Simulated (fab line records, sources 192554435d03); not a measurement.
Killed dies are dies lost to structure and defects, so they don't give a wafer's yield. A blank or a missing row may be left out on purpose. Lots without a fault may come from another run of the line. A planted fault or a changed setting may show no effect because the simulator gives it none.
Problem report in the 8D (eight disciplines) form, filled by code | flow n5_finfet | the parts of the form that need people (team, actions taken, sign-off) are left out

1. THE PROBLEM
rf_fwd_power_W at N5_BEOL_M8_ETCH_66 reads a mean of 635.9 W on 6 wafers of 2 lots; wafers without a fault read 835.8 W with a standard deviation of 2.9. That is -69 standard deviations from the usual mean.
The step: etches SOC in N2/H2, target depth 80 nm, overetch 16 nm, time 120 s.
First seen on wafer L430.1, day 12 23:10, on rie_diel-04. The record holds 29 wafers of 11 lots with a number at this step. Rule for "out", or "out of limits": more than 4 standard deviations from the usual mean. The other wafers with a number count as sound.

2. WHAT IT IS AND WHAT IT IS NOT
question                    | is                       | is not
which readings at this step | rf_fwd_power_W, rf_vpp_V | drypump_motor_current_A, oes_product_au, showerhead_plenum_p_Torr, throttle_valve_pct
which lots                  | L430, L433               | L415, L417, L418, L420, L422, L423, L425, L435, L437
which wafers of those lots  | all that have a number   | -
read on which tools         | rie_diel-04              | rie_diel-02, rie_diel-06
when                        | from day 12 23:10        | up to then (17 sound wafers); but 6 sound wafers of L435, L437 came after

3. SUSPECTS, AND WHAT RULES EACH OUT
Counting: a tool at a process step up to the reading stays a suspect if it ran every lot that is out and no sound lot after the first of them.
- rie_diel-04 at N5_BEOL_M8_DESCUM_33 (chemistry O2, time 7 s): kept. It ran every lot that is out, first L430 (day 12 23:05), and no sound lot after that; its last sound lot up to then is L423 (day 11 04:00).
- rie_diel-04 at N5_BEOL_M8_ETCH_66 (etches SOC in N2/H2, target depth 80 nm, overetch 16 nm, time 120 s): kept. It ran every lot that is out, first L430 (day 12 23:10), and no sound lot after that; its last sound lot up to then is L423 (day 11 04:05). Its own readings are out on those wafers: rf_fwd_power_W, rf_vpp_V.
Left after counting: rie_diel-04 at N5_BEOL_M8_DESCUM_33, rie_diel-04 at N5_BEOL_M8_ETCH_66.

4. THE CAUSE (what the simulator had put in)
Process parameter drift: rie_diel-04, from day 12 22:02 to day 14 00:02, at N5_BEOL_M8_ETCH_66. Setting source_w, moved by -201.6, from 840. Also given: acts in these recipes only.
Counting left 2 suspects, and this tool is among them.

5. THE CHAIN OF EFFECTS, in route order
Each row: a reading whose mean over the struck wafers that have a number lies more than 3 standard deviations from the usual. Only readings for which the record gives a usual standard deviation are gone through. hours: the time from each lot's start at the first step in this table that gives one to its start at this step, as a median over the lots. sigmas: the change in usual standard deviations.
hours | step               | reading        | usual   | on struck wafers | change | sigmas
0     | N5_BEOL_M8_ETCH_66 | rf_fwd_power_W | 835.8 W | 635.9            | -199.9 | -69
0     | N5_BEOL_M8_ETCH_66 | rf_vpp_V       | 523.7 V | 571.6            | +47.9  | +20
The process steps in it:
- N5_BEOL_M8_ETCH_66: etches SOC in N2/H2, target depth 80 nm, overetch 16 nm, time 120 s.

6. WHAT WOULD HAVE CAUGHT IT SOONER
In this record the first reading out of limits was taken at day 12 23:10, 1 hour after the fault began at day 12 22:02.
